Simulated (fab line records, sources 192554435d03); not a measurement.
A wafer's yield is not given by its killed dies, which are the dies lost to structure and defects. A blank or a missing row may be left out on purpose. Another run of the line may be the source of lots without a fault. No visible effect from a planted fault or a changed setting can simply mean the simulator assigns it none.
Matching of chambers    flow n5 finfet    N5_FIN_SAQP_MANDREL1_REMOVE_56 on rie si-04 has 4 sister chambers
The step chemistry HBr/Cl2/O2, target a-Si, stops on SiNx, bt time 10 s. 16 wafers are shown with their chamber, then 8 later ones without.

## WAFERS PAIRED WITH THEIR CHAMBERS
wafer   chamber  drypump motor current A (A)  throttle valve pct (%)  oes product au (a.u.)
L075.3  0        5.0                          37.0                    1.001
L075.4  2        6.4                          36.8                    1.028
L075.6  1        5.5                          36.4                    1.035
L083.1  2        6.4                          36.8                    1.017
L083.2  1        5.5                          36.4                    1.012
L083.5  1        5.5                          36.5                    1.028
L084.2  3        5.8                          37.5                    0.997
L084.4  2        6.4                          36.8                    1.022
L084.6  1        5.5                          36.4                    1.034
L086.1  2        6.4                          36.8                    1.028
L086.2  3        5.8                          37.5                    1.006
L086.4  1        5.5                          36.4                    1.025
L088.1  2        6.4                          36.8                    1.024
L088.2  1        5.5                          36.5                    1.034
L088.4  0        5.1                          37.0                    1.008
L094.1  1        5.5                          36.5                    1.029

SIGNATURES (means of the wafers above)
reading                  chamber 0  chamber 1  chamber 2  chamber 3  scatter within a chamber
drypump motor current A  5.050      5.500      6.400      5.800      0.0204
throttle valve pct       37.000     36.443     36.800     37.500     0.0378
oes product au           1.00450    1.02814    1.02380    1.00150    0.00669
Rule: distance of a wafer from a chamber = root of the sum over the readings of ((wafer's reading minus chamber's mean) / reading's scatter) squared. The wafer belongs to the nearest chamber; if the next one is less than 2 further off, it can't be placed. The scatter is the square root of a quotient: the sum, over the shown wafers, of each reading's squared deviation from its chamber's mean, divided by wafers minus chambers.

## WAFERS MISSING THEIR CHAMBER
wafer   drypump motor current A (A)  throttle valve pct (%)  oes product au (a.u.)
L094.2  5.7                          37.5                    0.996
L094.3  6.4                          36.8                    1.018
L094.4  5.1                          37.1                    1.012
L094.5  5.1                          37.0                    1.012
L094.6  5.5                          36.4                    1.030
L095.1  5.5                          36.5                    1.028
L095.5  5.8                          37.5                    0.999
L095.6  5.1                          37.0                    1.008

## CHAMBER TAKEN BY EACH
wafer   from the rows above  in truth
L094.2  3                    3
L094.3  2                    2
L094.4  0                    0
L094.5  0                    0
L094.6  1                    1
L095.1  1                    1
L095.5  3                    3
L095.6  0                    0
8 of 8 placed correctly. Number that these rows cannot place: 0. Number placed wrongly: 0.
